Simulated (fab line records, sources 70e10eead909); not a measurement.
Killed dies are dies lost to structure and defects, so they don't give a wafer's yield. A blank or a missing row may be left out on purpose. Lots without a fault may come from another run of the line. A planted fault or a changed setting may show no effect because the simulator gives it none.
fab line records | flow nand_harc
record lots=24 wafers=72 last_day=24
route steps=1159 shown A_CONTACT@869
lots that met no fault: from a run of the same line without faults
start_h: hours from the record's first day to the start of the lot's first wafer shown | wait_h: hours since the lot's step before | " the same as in the row above | L1.1+2: a row that stands for several wafers | - no value, or no start given | * or withheld: withheld | < > ~ a bound
route shown NAME@n: a module of which the file shows steps, and the number in the route of the first | usual: mean/standard deviation of fault-free wafers | same: alike in all rows | chamber/n: place in a boat | sites: the reading at each site | _std_site: their standard deviation | _edge_site: outer sites' mean less inner sites' | radius_mm: how far each site lies from the wafer's centre | mask NAME#n: copy n | behind: the tool/chamber that last shaped the wafer | hold: why the lot was held/for how many hours/how that ended | device: the transistor (n, p or np) that didn't switch | end of line: the same wafers' tests at the end of the route | a step without rows: its recipe alone | killed: dies lost to structure and defects at the first sort, not the wafer's yield | map: a wafer's dies, x killed, . not, _ none there
set.NAME: the setting as run; set.NAME@STEP: as run at that earlier step | model.NAME: the simulator's own value behind a step, which no gauge read
steps of the route over a sample of lots; a table a step, a row a wafer
services: from which hour (start_h, from the record's first day; less than 0 if before it) a tool's chamber was out of use, for how many hours, and why
## steps
# step NHARC_A_CONTACT_ETCH_118
# recipe source_w=withheld pressure_mtorr=20 bias_v=3000 time_s=94 target_depth_a=9220 ar_flow_sccm=withheld c4f8_flow_sccm=withheld o2_flow_sccm=withheld chemistry=C4F8/O2/Ar
# same time_s=94
# columns lot.wafer tool chamber start_h wait_h rf_hours_counter_h
L076.2 har_cap_etch-03 0 375.86 0.1 81
L076.6 " 1 " " -
L076.5 " 0 " " -
L077.2 har_cap_etch-02 1 377.61 0.1 10
L077.3 " 1 " " -
L077.4 " 0 " " -
L078.4 har_cap_etch-01 0 380.15 0.1 -
L078.3 " 1 " " -
L078.6 " 1 " " -
L074.1 har_cap_etch-03 1 382.72 0.1 82
L074.3 " 0 " " -
L074.4 " 1 " " -
L079.4 har_cap_etch-01 1 389.80 0.1 -
L079.3 " 0 " " -
L079.5 " 0 " " -
L075.1 har_cap_etch-02 1 395.07 0.1 14
L075.3 " 0 " " -
L075.6 " 0 " " -
L080.2 har_cap_etch-03 0 402.87 0.1 88
L080.6 " 1 " " -
L080.5 " 0 " " -
L081.2 har_cap_etch-01 1 421.09 0.1 69
L081.3 " 0 " " -
L081.4 " 1 " " -
L083.2 har_cap_etch-03 0 424.04 0.1 90
L083.4 " 0 " " -
L083.6 " 0 " " -
L082.1 har_cap_etch-02 0 425.40 0.1 18
L082.4 " 0 " " -
L082.6 " 0 " " -
L084.2 har_cap_etch-01 1 447.27 0.1 73
L084.1 " 0 " " 73
L084.3 " 1 " " -
L085.3 har_cap_etch-03 1 448.60 0.1 -
L085.5 " 0 " " -
L085.6 " 1 " " -
L087.1 har_cap_etch-02 1 451.47 0.1 22
L087.3 " 0 " " -
L087.5 " 0 " " -
L091.1 har_cap_etch-01 0 459.72 0.1 75
L091.3 " 0 " " -
L091.6 " 0 " " -
L086.1 har_cap_etch-03 0 460.70 0.1 96
L086.3 " 1 " " -
L086.4 " 0 " " -
L090.1 har_cap_etch-01 0 464.78 0.1 76
L090.4 " 1 " " -
L090.5 " 1 " " -
L088.1 har_cap_etch-03 0 468.92 0.1 98
L088.2 " 1 " " 98
L088.3 " 1 " " -
L089.1 har_cap_etch-02 1 469.55 0.1 26
L089.4 " 0 " " -
L089.5 " 1 " " -
L092.1 har_cap_etch-03 0 473.79 0.1 99
L092.3 " 0 " " -
L092.6 " 1 " " -
L093.1 har_cap_etch-02 1 474.68 0.1 27
L093.3 " 1 " " -
L093.6 " 0 " " -
L094.2 har_cap_etch-01 1 481.40 0.1 82
L094.1 " 0 " " 82
L094.4 " 0 " " -
L095.1 har_cap_etch-02 1 499.22 0.1 32
L095.4 " 1 " " -
L095.5 " 0 " " -
L096.2 har_cap_etch-03 0 501.52 0.1 105
L096.1 " 1 " " 105
L096.6 " 1 " " -
L097.2 har_cap_etch-01 0 503.99 0.1 86
L097.3 " 1 " " -
L097.6 " 1 " " -
# step NHARC_A_CONTACT_ETCH_122
# recipe source_w=withheld pressure_mtorr=20 bias_v=3000 time_s=95 target_depth_a=9300 ar_flow_sccm=withheld c4f8_flow_sccm=withheld o2_flow_sccm=withheld chemistry=C4F8/O2/Ar
# same time_s=95
# columns lot.wafer tool chamber start_h wait_h rf_hours_counter_h
L076.2 har_cap_etch-03 0 376.22 0.1 82
L076.6 " 1 " " -
L076.5 " 0 " " -
L077.2 har_cap_etch-02 1 377.97 0.1 10
L077.3 " 1 " " -
L077.4 " 0 " " -
L078.4 har_cap_etch-01 0 380.52 0.1 -
L078.3 " 1 " " -
L078.6 " 1 " " -
L074.1 har_cap_etch-03 1 383.08 0.1 83
L074.3 " 0 " " -
L074.4 " 1 " " -
L079.4 har_cap_etch-01 1 390.16 0.1 -
L079.3 " 0 " " -
L079.5 " 0 " " -
L075.1 har_cap_etch-02 1 395.43 0.1 15
L075.3 " 0 " " -
L075.6 " 0 " " -
L080.2 har_cap_etch-03 0 403.23 0.1 88
L080.6 " 1 " " -
L080.5 " 0 " " -
L081.2 har_cap_etch-01 1 421.45 0.1 70
L081.3 " 0 " " -
L081.4 " 1 " " -
L083.2 har_cap_etch-03 0 424.40 0.1 91
L083.4 " 0 " " -
L083.6 " 0 " " -
L082.1 har_cap_etch-02 0 425.76 0.1 19
L082.4 " 0 " " -
L082.6 " 0 " " -
L084.2 har_cap_etch-01 1 447.75 0.1 73
L084.1 " 0 " " 73
L084.3 " 1 " " -
L085.3 har_cap_etch-03 1 448.97 0.1 -
L085.5 " 0 " " -
L085.6 " 1 " " -
L087.1 har_cap_etch-02 1 451.96 0.1 22
L087.3 " 0 " " -
L087.5 " 0 " " -
L091.1 har_cap_etch-01 0 460.08 0.1 75
L091.3 " 0 " " -
L091.6 " 0 " " -
L086.1 har_cap_etch-03 0 461.06 0.1 96
L086.3 " 1 " " -
L086.4 " 0 " " -
L090.1 har_cap_etch-01 0 465.14 0.1 77
L090.4 " 1 " " -
L090.5 " 1 " " -
L088.1 har_cap_etch-03 0 469.29 0.1 98
L088.2 " 1 " " 98
L088.3 " 1 " " -
L089.1 har_cap_etch-02 1 469.91 0.1 26
L089.4 " 0 " " -
L089.5 " 1 " " -
L092.1 har_cap_etch-03 0 474.15 0.1 100
L092.3 " 0 " " -
L092.6 " 1 " " -
L093.1 har_cap_etch-02 1 475.05 0.1 27
L093.3 " 1 " " -
L093.6 " 0 " " -
L094.2 har_cap_etch-01 1 481.76 0.1 83
L094.1 " 0 " " 83
L094.4 " 0 " " -
L095.1 har_cap_etch-02 1 499.59 0.1 32
L095.4 " 1 " " -
L095.5 " 0 " " -
L096.2 har_cap_etch-03 0 501.88 0.1 106
L096.1 " 1 " " 106
L096.6 " 1 " " -
L097.2 har_cap_etch-01 0 504.48 0.1 86
L097.3 " 1 " " -
L097.6 " 1 " " -
# step NHARC_A_CONTACT_ETCH_102
# recipe target_depth_a=700 overetch_a=70 time_s=38.5 ion_energy_ev=100 cf4_flow_sccm=80 o2_flow_sccm=20 ar_flow_sccm=0 rf_w=300 bias_w=100 chemistry=CF4/O2
# usual cf4_flow_sccm=79.98/0.23 drypump_motor_current_A=5.7/0.41 oes_product_au=1.000/0.013 rf_vpp_V=197.5/1.7 showerhead_plenum_p_Torr=1.33/0.067 throttle_valve_pct=13.397/0.0095
# same time_s=38.5
# columns lot.wafer tool chamber start_h wait_h cf4_flow_sccm drypump_motor_current_A oes_product_au rf_hours_counter_h rf_vpp_V showerhead_plenum_p_Torr throttle_valve_pct
L076.2 rie_diel-12 0 377.42 0.1 79.66 6.1 0.995 31 197.0 1.24 13.398
L076.5 " 1 " " 79.95 5.4 1.016 - 196.1 1.28 13.393
L076.6 " 2 " " 79.79 6.0 0.997 - 199.2 1.42 13.405
L077.4 rie_diel-03 1 379.24 0.1 79.11 5.2 0.959 56 196.8 1.28 13.397
L077.2 " 2 " " 80.02 5.8 1.016 58 199.2 1.37 13.403
L077.3 " 3 " " 80.37 5.2 0.976 56 195.4 1.28 13.392
L078.4 rie_diel-03 2 381.71 0.1 80.00 5.7 1.024 59 197.3 1.37 13.397
L078.3 " 3 " " 80.08 5.2 0.972 56 197.5 1.28 13.396
L078.6 " 2 " " 79.79 5.7 1.012 - 197.0 1.37 13.402
L074.4 rie_diel-02 1 385.30 0.4 79.93 5.4 0.989 20 195.1 1.24 13.419
L074.3 " 2 " " 79.88 6.5 1.006 19 199.3 1.44 13.395
L074.1 " 3 " " 80.42 6.7 0.995 18 199.8 1.40 13.390
L079.4 rie_diel-03 2 391.41 0.1 79.95 5.8 1.015 63 198.0 1.37 13.388
L079.3 " 3 " " 79.84 5.2 0.989 62 196.3 1.27 13.390
L079.5 " 0 " " 80.01 5.7 0.993 - 198.3 1.34 13.397
L075.3 rie_diel-12 3 397.13 0.1 80.07 6.0 0.989 2 199.2 1.38 13.406
L075.1 " 1 " " 79.92 5.4 0.992 3 196.8 1.28 13.406
L075.6 " 3 " " 80.34 6.0 0.994 - 197.9 1.38 13.391
L080.2 rie_diel-03 3 404.43 0.1 80.18 5.2 1.002 2 196.6 1.27 13.396
L080.5 " 1 " " 79.80 5.2 1.004 - 195.1 1.28 13.409
L080.6 " 2 " " 79.83 5.7 1.004 - 198.6 1.37 13.400
L081.2 rie_diel-12 0 422.64 0.1 79.89 6.1 0.992 7 195.5 1.24 13.393
L081.4 " 1 " " 80.19 5.4 0.997 6 197.3 1.28 13.386
L081.3 " 2 " " 80.28 5.9 1.019 6 199.2 1.42 13.401
L083.2 rie_diel-12 0 425.61 0.1 80.03 6.1 1.001 7 195.7 1.24 13.405
L083.4 " 2 " " 79.92 5.9 1.025 7 200.5 1.42 13.389
L083.6 " 1 " " 80.13 5.4 0.997 - 196.1 1.28 13.396
L082.4 rie_diel-03 1 427.14 0.1 79.80 5.2 1.007 11 197.0 1.27 13.400
L082.1 " 3 " " 80.22 5.2 1.008 11 197.7 1.27 13.386
L082.6 " 1 " " 79.72 5.3 1.002 - 196.0 1.27 13.408
L084.2 rie_diel-12 0 449.09 0.1 80.05 6.1 0.982 12 197.1 1.24 13.394
L084.3 " 1 " " 79.42 5.4 0.995 12 196.0 1.28 13.400
L084.1 " 2 " " 79.84 6.0 1.016 10 200.7 1.42 13.412
L085.3 rie_diel-12 1 450.32 0.1 80.18 5.4 0.996 12 196.3 1.28 13.412
L085.5 " 0 " " 80.11 6.1 0.986 - 195.9 1.24 13.395
L085.6 " 1 " " 80.30 5.4 0.989 - 195.6 1.28 13.391
L087.1 rie_diel-12 2 453.29 0.1 80.05 6.0 1.003 11 199.0 1.42 13.384
L087.3 " 0 " " 79.68 6.1 0.992 12 196.7 1.24 13.394
L087.5 " 2 " " 79.97 6.0 1.015 - 199.2 1.42 13.405
L091.3 rie_diel-02 3 461.87 0.1 80.21 6.7 1.008 44 197.9 1.39 13.389
L091.1 " 1 " " 79.94 5.4 1.004 49 195.8 1.23 13.406
L091.6 " 0 " " 80.10 5.4 0.986 - 198.4 1.38 13.387
L086.1 rie_diel-12 1 462.30 0.1 79.78 5.4 0.994 13 196.6 1.28 13.391
L086.4 " 2 " " 79.84 6.0 1.022 13 200.7 1.42 13.401
L086.3 " 0 " " 80.02 6.1 1.004 13 196.2 1.24 13.390
L090.1 rie_diel-12 1 469.32 0.1 80.02 5.4 0.995 15 197.6 1.28 13.398
L090.5 " 1 " " 79.84 5.4 0.990 - 195.6 1.28 13.398
L090.4 " 3 " " 80.18 6.0 1.007 - 199.5 1.37 13.390
L088.3 rie_diel-03 2 470.48 0.1 80.34 5.7 1.000 28 198.4 1.36 13.408
L088.2 " 0 " " 79.77 5.7 1.020 27 197.1 1.33 13.406
L088.1 " 1 " " 80.11 5.3 1.001 26 197.6 1.27 13.412
L089.1 rie_diel-12 1 471.17 0.1 79.75 5.4 1.003 15 196.9 1.28 13.400
L089.5 " 2 " " 79.70 6.0 1.021 - 200.2 1.42 13.413
L089.4 " 3 " " 79.86 5.9 1.008 - 198.2 1.37 13.375
L092.3 rie_diel-12 2 475.60 0.1 79.95 6.0 1.024 16 201.2 1.42 13.384
L092.1 " 3 " " 79.79 5.9 0.997 17 198.1 1.37 13.420
L092.6 " 0 " " 79.64 6.1 0.993 - 195.0 1.24 13.395
L093.3 rie_diel-02 3 476.35 0.1 79.79 6.7 1.009 50 196.9 1.39 13.398
L093.1 " 0 " " 79.78 5.4 0.977 51 197.3 1.37 13.386
L093.6 " 0 " " 79.80 5.4 0.987 - 198.2 1.37 13.400
L094.4 rie_diel-02 1 482.97 0.1 80.42 5.4 1.013 59 196.5 1.23 13.413
L094.1 " 3 " " 79.83 6.7 1.009 52 199.6 1.39 13.376
L094.2 " 0 " " 79.94 5.4 0.986 54 198.3 1.37 13.398
L095.4 rie_diel-02 2 500.93 0.1 80.08 6.5 1.003 61 201.3 1.43 13.403
L095.1 " 0 " " 80.09 5.4 0.974 59 198.4 1.37 13.400
L095.5 " 2 " " 79.72 6.4 1.000 - 197.9 1.43 13.392
L096.1 rie_diel-03 3 503.28 0.1 79.89 5.2 1.008 36 196.2 1.27 13.401
L096.2 " 0 " " 80.13 5.7 1.018 36 198.4 1.33 13.379
L096.6 " 1 " " 79.76 5.3 0.995 - 196.3 1.27 13.401
L097.2 rie_diel-12 0 505.80 0.0 80.15 6.1 0.991 22 197.7 1.24 13.404
L097.3 " 1 " " 80.14 5.4 1.004 22 195.1 1.28 13.397
L097.6 " 1 " " 79.98 5.4 0.995 - 196.8 1.28 13.404
# step NHARC_A_CONTACT_DEP_57
# recipe target_thk_a=28000 temp_c=400 material=aC
# usual throttle_valve_pct=34.999/0.0084
# columns lot.wafer tool chamber start_h wait_h throttle_valve_pct
L076.2 acl_dep-03 0 379.86 - 34.988
L076.5 " 0 " " 35.000
L076.6 " 0 " " 35.002
L077.2 acl_dep-02 0 381.25 - 35.013
L077.3 " 0 " " 35.001
L077.4 " 0 " " 34.992
L078.3 acl_dep-01 0 382.94 - 35.000
L078.4 " 0 " " 34.995
L078.6 " 0 " " 34.976
L074.1 acl_dep-01 0 386.00 - 34.984
L074.3 " 0 " " 35.009
L074.4 " 0 " " 35.002
L079.3 acl_dep-02 0 393.58 - 35.000
L079.4 " 0 " " 35.003
L079.5 " 0 " " 35.001
L075.1 acl_dep-01 0 398.94 - 34.989
L075.3 " 0 " " 34.995
L075.6 " 0 " " 35.011
L080.2 acl_dep-02 0 405.37 - 35.008
L080.5 " 0 " " 35.006
L080.6 " 0 " " 35.003
L081.2 acl_dep-03 0 423.58 - 34.994
L081.3 " 0 " " 34.980
L081.4 " 0 " " 35.006
L083.2 acl_dep-03 0 428.19 - 35.002
L083.4 " 0 " " 35.004
L083.6 " 0 " " 35.016
L082.1 acl_dep-02 0 429.17 - 34.987
L082.4 " 0 " " 34.990
L082.6 " 0 " " 35.003
L084.1 acl_dep-01 0 450.31 - 34.999
L084.2 " 0 " " 35.004
L084.3 " 0 " " 34.995
L085.3 acl_dep-01 0 452.60 - 34.989
L085.5 " 0 " " 35.006
L085.6 " 0 " " 34.995
L087.1 acl_dep-01 0 453.94 - 35.015
L087.3 " 0 " " 34.996
L087.5 " 0 " " 34.981
L091.1 acl_dep-01 0 462.58 - 35.004
L091.3 " 0 " " 34.995
L091.6 " 0 " " 35.008
L086.1 acl_dep-03 0 462.94 - 34.997
L086.3 " 0 " " 35.003
L086.4 " 0 " " 35.004
L090.1 acl_dep-02 0 470.80 - 34.995
L090.4 " 0 " " 35.008
L090.5 " 0 " " 34.994
L088.1 acl_dep-03 0 471.22 - 34.990
L088.2 " 0 " " 34.998
L088.3 " 0 " " 34.987
L089.1 acl_dep-02 0 472.53 - 34.989
L089.4 " 0 " " 34.997
L089.5 " 0 " " 35.004
L092.1 acl_dep-03 0 476.25 - 35.004
L092.3 " 0 " " 34.999
L092.6 " 0 " " 35.010
L093.1 acl_dep-03 0 477.97 - 34.990
L093.3 " 0 " " 35.000
L093.6 " 0 " " 34.997
L094.1 acl_dep-02 0 489.47 - 34.995
L094.2 " 0 " " 35.006
L094.4 " 0 " " 35.004
L095.1 acl_dep-01 0 504.23 - 34.994
L095.4 " 0 " " 35.011
L095.5 " 0 " " 35.002
L096.1 acl_dep-03 0 504.62 - 35.004
L096.2 " 0 " " 34.987
L096.6 " 0 506.06 - 35.004
L097.2 acl_dep-03 0 506.74 - 35.002
L097.3 " 0 " " 35.001
L097.6 " 0 " " 35.001
# step NHARC_A_CONTACT_ETCH_75
# recipe target_depth_a=390 over_etch_frac=0.3 time_s=65 ion_energy_ev=80 cf4_flow_sccm=150 ar_flow_sccm=0 rf_w=300 bias_w=100 chemistry=CF4
# usual cf4_flow_sccm=150.0/0.48 drypump_motor_current_A=5.7/0.4 oes_product_au=1.001/0.013 rf_vpp_V=151.2/1.3 showerhead_plenum_p_Torr=1.75/0.08 throttle_valve_pct=13.284/0.0092
# same time_s=65
# columns lot.wafer tool chamber start_h wait_h cf4_flow_sccm drypump_motor_current_A oes_product_au rf_hours_counter_h rf_vpp_V showerhead_plenum_p_Torr throttle_valve_pct
L076.2 rie_diel-03 3 382.32 0.1 149.8 5.2 0.975 57 149.7 1.69 13.271
L076.5 " 0 " " 150.4 5.7 0.993 - 152.7 1.78 13.278
L076.6 " 1 " " 150.4 5.3 0.967 - 150.5 1.70 13.273
L077.4 rie_diel-03 1 384.62 0.5 149.5 5.2 0.971 58 150.6 1.69 13.284
L077.2 " 2 " " 149.7 5.7 1.007 60 151.7 1.81 13.279
L077.3 " 3 " " 150.0 5.2 0.982 59 150.4 1.69 13.295
L078.4 rie_diel-03 1 385.35 0.2 150.4 5.3 0.976 58 152.2 1.70 13.277
L078.3 " 2 " " 149.8 5.7 1.022 61 152.0 1.81 13.275
L078.6 " 1 " " 149.9 5.3 0.987 - 149.7 1.70 13.272
L074.3 rie_diel-02 0 388.85 0.1 149.9 5.4 0.997 21 151.6 1.83 13.282
L074.4 " 2 " " 150.4 6.4 1.015 20 152.7 1.90 13.287
L074.1 " 3 " " 149.6 6.7 1.016 19 152.3 1.85 13.281
L079.3 rie_diel-02 3 396.13 0.5 150.0 6.7 1.003 23 151.3 1.85 13.301
L079.4 " 1 " " 150.6 5.4 1.015 25 149.8 1.64 13.285
L079.5 " 3 " " 149.7 6.7 1.003 - 152.6 1.85 13.293
L075.3 rie_diel-03 0 401.84 0.1 149.9 5.7 0.994 0 151.9 1.77 13.291
L075.1 " 2 " " 150.9 5.7 1.004 0 151.9 1.81 13.272
L075.6 " 3 " " 149.9 5.2 0.996 - 151.7 1.69 13.294
L080.2 rie_diel-03 2 407.78 0.1 149.5 5.7 1.005 3 152.5 1.81 13.283
L080.5 " 2 " " 149.7 5.7 1.013 - 152.1 1.81 13.282
L080.6 " 3 " " 151.1 5.2 0.998 - 150.4 1.69 13.286
L081.4 rie_diel-12 2 426.02 0.1 151.3 5.9 1.024 7 152.7 1.88 13.280
L081.2 " 3 " " 150.4 5.9 1.008 7 151.6 1.82 13.287
L081.3 " 0 " " 150.4 6.1 0.990 7 148.9 1.65 13.279
L083.2 rie_diel-12 1 430.65 0.1 150.2 5.4 0.997 8 151.2 1.70 13.288
L083.4 " 2 " " 150.4 5.9 1.016 7 153.3 1.88 13.266
L083.6 " 1 " " 149.5 5.4 0.998 - 151.1 1.70 13.269
L082.4 rie_diel-12 1 431.81 0.1 150.2 5.4 0.996 9 148.5 1.70 13.284
L082.1 " 3 " " 149.7 5.9 0.988 8 152.8 1.82 13.294
L082.6 " 0 " " 149.8 6.1 0.987 - 149.1 1.65 13.275
L084.3 rie_diel-03 0 453.04 0.1 149.6 5.6 1.006 21 150.6 1.77 13.288
L084.2 " 1 " " 149.5 5.3 0.995 19 150.4 1.69 13.280
L084.1 " 2 " " 150.0 5.8 1.016 18 152.9 1.81 13.302
L085.3 rie_diel-03 0 454.80 0.1 150.6 5.7 1.010 21 151.6 1.77 13.282
L085.6 " 1 " " 149.8 5.3 1.003 - 150.9 1.69 13.288
L085.5 " 2 " " 150.3 5.7 1.003 - 151.7 1.81 13.269
L087.1 rie_diel-12 3 456.68 0.1 150.3 6.0 1.001 11 150.9 1.82 13.283
L087.3 " 2 " " 149.9 5.9 1.020 11 152.0 1.88 13.272
L087.5 " 0 " " 150.5 6.1 0.983 - 150.1 1.64 13.270
L091.1 rie_diel-03 1 465.40 0.1 149.8 5.2 1.002 23 150.4 1.69 13.295
L091.3 " 2 " " 149.7 5.8 1.013 23 152.5 1.81 13.308
L091.6 " 1 " " 149.2 5.2 1.008 - 149.7 1.69 13.268
L086.1 rie_diel-12 3 465.67 0.1 150.5 6.0 1.010 13 151.5 1.82 13.269
L086.4 " 1 " " 149.8 5.4 0.986 14 149.2 1.70 13.279
L086.3 " 2 " " 149.4 6.0 1.019 13 153.1 1.88 13.273
L090.1 rie_diel-03 3 473.56 0.1 150.2 5.2 1.002 28 150.5 1.68 13.282
L090.4 " 0 " " 150.1 5.7 1.018 28 151.6 1.77 13.303
L090.5 " 3 " " 149.9 5.2 1.017 - 150.4 1.68 13.293
L088.2 rie_diel-03 0 474.07 0.1 149.3 5.7 1.011 28 150.5 1.77 13.275
L088.3 " 1 " " 150.8 5.3 1.001 27 149.6 1.69 13.277
L088.1 " 2 " " 149.8 5.8 1.013 29 151.8 1.80 13.277
L089.4 rie_diel-12 2 475.19 0.1 150.3 5.9 1.021 16 151.3 1.88 13.275
L089.1 " 3 " " 149.0 5.9 1.003 17 150.9 1.82 13.285
L089.5 " 1 " " 150.0 5.4 0.992 - 150.6 1.69 13.283
L092.1 rie_diel-12 2 479.02 0.1 151.0 5.9 1.015 17 152.7 1.88 13.283
L092.3 " 0 " " 150.2 6.1 0.985 19 148.4 1.64 13.293
L092.6 " 3 " " 149.5 5.9 1.014 - 153.1 1.82 13.274
L093.1 rie_diel-02 0 480.57 0.1 149.9 5.4 0.982 53 153.6 1.82 13.280
L093.3 " 2 " " 149.9 6.4 0.999 56 153.2 1.89 13.274
L093.6 " 3 " " 150.2 6.7 1.011 - 150.6 1.84 13.291
L094.4 rie_diel-02 2 492.25 0.1 149.8 6.4 1.009 58 152.6 1.89 13.287
L094.1 " 3 " " 150.1 6.7 1.016 54 152.2 1.84 13.293
L094.2 " 0 " " 149.5 5.4 0.976 55 151.6 1.82 13.287
L095.4 rie_diel-12 0 506.89 0.1 150.6 6.1 0.983 22 149.7 1.64 13.281
L095.1 " 2 " " 150.0 5.9 1.010 21 153.3 1.87 13.276
L095.5 " 3 " " 149.9 5.9 0.996 - 153.4 1.82 13.269
L096.1 rie_diel-12 1 507.37 0.1 149.0 5.4 1.002 22 150.7 1.69 13.285
L096.2 " 0 " " 149.8 6.1 0.983 23 147.9 1.64 13.277
L096.6 " 2 " " 149.9 5.9 1.002 - 152.3 1.87 13.268
L097.2 rie_diel-12 0 509.26 0.1 149.1 6.1 0.977 24 151.9 1.64 13.297
L097.3 " 3 " " 149.1 6.0 0.996 23 151.6 1.82 13.298
L097.6 " 1 " " 150.4 5.4 0.995 - 149.6 1.69 13.276
# step NHARC_A_CONTACT_ETCH_124
# recipe source_w=withheld pressure_mtorr=20 bias_v=withheld time_s=140 target_depth_a=7000 ar_flow_sccm=withheld c4f8_flow_sccm=withheld o2_flow_sccm=withheld chemistry=C4F8/O2/Ar
# same time_s=140
# columns lot.wafer tool chamber start_h wait_h rf_hours_counter_h
L076.2 har_cap_etch-02 0 384.86 - 11
L076.5 " 1 " " -
L076.6 " 0 " " -
L077.2 har_cap_etch-03 0 385.96 - 83
L077.4 " 0 " " -
L077.3 " 1 " " -
L078.3 har_cap_etch-02 0 387.25 - -
L078.4 " 1 " " -
L078.6 " 0 " " -
L074.1 har_cap_etch-03 1 389.91 - 84
L074.4 " 1 " " -
L074.3 " 0 " " -
L079.3 har_cap_etch-02 0 400.54 - -
L079.4 " 1 " " -
L079.5 " 0 " " -
L075.1 har_cap_etch-01 1 403.00 - 67
L075.3 " 0 " " -
L075.6 " 1 " " -
L080.2 har_cap_etch-03 1 409.04 - 88
L080.5 " 0 " " -
L080.6 " 1 " " -
L081.2 har_cap_etch-01 0 427.09 - 70
L081.4 " 1 " " -
L081.3 " 0 " " -
L083.2 har_cap_etch-03 0 431.68 - 91
L083.4 " 0 " " -
L083.6 " 0 " " -
L082.1 har_cap_etch-02 0 432.88 - 19
L082.4 " 1 " " -
L082.6 " 1 " " -
L084.1 har_cap_etch-01 1 454.08 - 73
L084.2 " 0 " " 73
L084.3 " 0 " " -
L085.3 har_cap_etch-03 0 457.32 - -
L085.5 " 0 " " -
L085.6 " 1 " " -
L087.1 har_cap_etch-02 1 457.87 - 22
L087.3 " 0 " " -
L087.5 " 1 " " -
L086.1 har_cap_etch-01 0 466.80 - 77
L086.4 " 1 " " -
L086.3 " 0 " " -
L091.1 har_cap_etch-01 1 469.46 - 78
L091.3 " 1 " " -
L091.6 " 0 " " -
L090.1 har_cap_etch-03 1 475.43 - 100
L090.4 " 0 " " -
L090.5 " 0 " " -
L088.1 har_cap_etch-01 1 475.90 - 80
L088.2 " 0 " " 80
L088.3 " 1 " " -
L089.1 har_cap_etch-02 0 476.89 - 28
L089.4 " 0 " " -
L089.5 " 1 " " -
L092.1 har_cap_etch-03 1 480.13 - 101
L092.3 " 0 " " -
L092.6 " 1 " " -
L093.1 har_cap_etch-02 0 481.60 - 30
L093.3 " 1 " " -
L093.6 " 1 " " -
L094.1 har_cap_etch-01 0 493.29 - 84
L094.2 " 1 " " 84
L094.4 " 0 " " -
L095.1 har_cap_etch-03 1 507.94 - 106
L095.4 " 1 " " -
L095.5 " 1 " " -
L096.2 har_cap_etch-02 1 508.68 - 33
L096.1 " 0 " " 33
L096.6 " 1 " " -
L097.2 har_cap_etch-01 1 510.34 - 86
L097.3 " 1 " " -
L097.6 " 1 " " -
## services
# columns tool chamber start_h hours kind
rie_diel-12 0 358.53 - clean
rie_diel-12 1 358.53 - clean
rie_diel-12 2 358.53 - clean
rie_diel-12 3 358.53 - clean
rie_diel-02 - 378.95 0.4 repair
rie_diel-12 - 379.48 9.0 pm
rie_diel-12 0 379.48 9.0 vent_cycle
rie_diel-12 1 379.48 9.0 vent_cycle
rie_diel-12 2 379.48 9.0 vent_cycle
rie_diel-12 3 379.48 9.0 vent_cycle
rie_diel-12 0 388.48 - clean
rie_diel-12 1 388.48 - clean
rie_diel-12 2 388.48 - clean
rie_diel-12 3 388.48 - clean
rie_diel-03 - 392.32 9.0 pm
acl_dep-03 - 405.44 13.0 pm
rie_diel-12 0 412.98 - clean
rie_diel-12 1 412.98 - clean
rie_diel-12 2 412.98 - clean
rie_diel-03 3 441.29 4.3 repair
rie_diel-12 0 468.07 3.5 repair
acl_dep-01 - 476.23 13.0 pm
acl_dep-02 - 495.19 6.9 repair
rie_diel-02 - 505.07 9.0 pm
## key
fault none
